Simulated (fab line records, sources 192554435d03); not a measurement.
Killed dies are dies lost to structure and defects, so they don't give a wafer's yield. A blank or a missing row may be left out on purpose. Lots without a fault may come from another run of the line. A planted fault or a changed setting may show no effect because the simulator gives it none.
Split-lot experiment | flow n5_finfet | 7 lots, 21 wafers read, on a route of 1938 steps

THE SPLIT
At N5_SD_EPI_N_ETCH_45 (etches SiOCN in CH3F/O2, target depth 6 nm), the setting target_depth_a was moved away from the recipe's 60 angstrom on 5 of the 21 wafers read, by -10.2% to +9.1%. The other wafers ran this setting at the recipe's value.

The reading is taken at the split's own step.

THE READING
etch.depth_nm (the simulator's own value, which no gauge read), in nm, at N5_SD_EPI_N_ETCH_45 (etches SiOCN in CH3F/O2, target depth 6 nm). The file gives no usual value for it. The 16 wafers here that ran the recipe average 5.929 nm, standard deviation 0.14 nm.

wafer  | tool, chamber at the split | target_depth_a as run, angstrom | against the recipe | etch.depth_nm, nm | against lot-mates on the recipe
L077.1 | rie_diel-06, 2             | 60                              | recipe             | 6.011             | -
L077.2 | rie_diel-06, 1             | 65.47                           | +9.1%              | 6.778             | +0.639
L077.5 | rie_diel-06, 3             | 60                              | recipe             | 6.267             | -
L078.1 | rie_diel-04, 1             | 60                              | recipe             | 5.87              | -
L078.4 | rie_diel-04, 0             | 60                              | recipe             | 5.952             | -
L078.6 | rie_diel-04, 2             | 60                              | recipe             | 5.876             | -
L086.2 | rie_diel-04, 0             | 60                              | recipe             | 5.946             | -
L086.4 | rie_diel-04, 1             | 60                              | recipe             | 5.842             | -
L086.5 | rie_diel-04, 1             | 60                              | recipe             | 5.857             | -
L087.2 | rie_diel-04, 2             | 60                              | recipe             | 5.813             | -
L087.3 | rie_diel-04, 1             | 57.95                           | -3.4%              | 5.577             | -0.212
L087.5 | rie_diel-04, 1             | 60                              | recipe             | 5.764             | -
L093.1 | rie_diel-04, 3             | 60                              | recipe             | 6.157             | -
L093.2 | rie_diel-04, 1             | 60                              | recipe             | 5.831             | -
L093.6 | rie_diel-04, 1             | 60                              | recipe             | 5.824             | -
L094.3 | rie_diel-06, 3             | 60                              | recipe             | 6.14              | -
L094.4 | rie_diel-06, 0             | 53.93                           | -10.1%             | 5.177             | -0.963
L094.5 | rie_diel-06, 3             | 53.93                           | -10.1%             | 5.495             | -0.645
L097.3 | rie_diel-05, 0             | 53.91                           | -10.2%             | 5.359             | -0.497
L097.4 | rie_diel-05, 2             | 60                              | recipe             | 5.857             | -
L097.6 | rie_diel-05, 2             | 60                              | recipe             | 5.855             | -

THE FIT
A straight line over all 21 wafers: etch.depth_nm changes by +0.0676 nm for each +1% of target_depth_a; r = +0.89; the points scatter about the line by 0.15 nm.
The same after taking each lot's own level away (the mean of its wafers on the recipe; 21 wafers): +0.0693 nm for each +1%; r = +0.94; scatter 0.11 nm.
On that fit, the largest move of target_depth_a shifts the reading by 0.7 nm.
The lots' own levels span 5.7885 to 6.1400 nm, that is 2.5 times the standard deviation above.
So the lot-to-lot level changes the slope little: the two slopes agree.
Check: with one of the wafers moved furthest among these (-10.2%) left out of the fit, the line predicts -0.775 nm for it against its lot-mates. It came out at -0.497 nm against them.

OTHER SPLITS ON THESE WAFERS
These wafers also went through other splits before the reading. Each is held against what the fit with the lots' levels taken away leaves over:
other split on the same wafers | wafers away from the commonest value | r with etch.depth_nm (lot level and that fit taken away)
N5_FIN_CUT_ETCH_21 time_s      | 4                                    | +0.06
N5_DUMMY_GATE_HM_DEP_06 time_s | 12                                   | +0.12

THE FILE'S OWN FIT
etch.depth_nm changes by +0.0657 nm for each +1% of target_depth_a, r = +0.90.
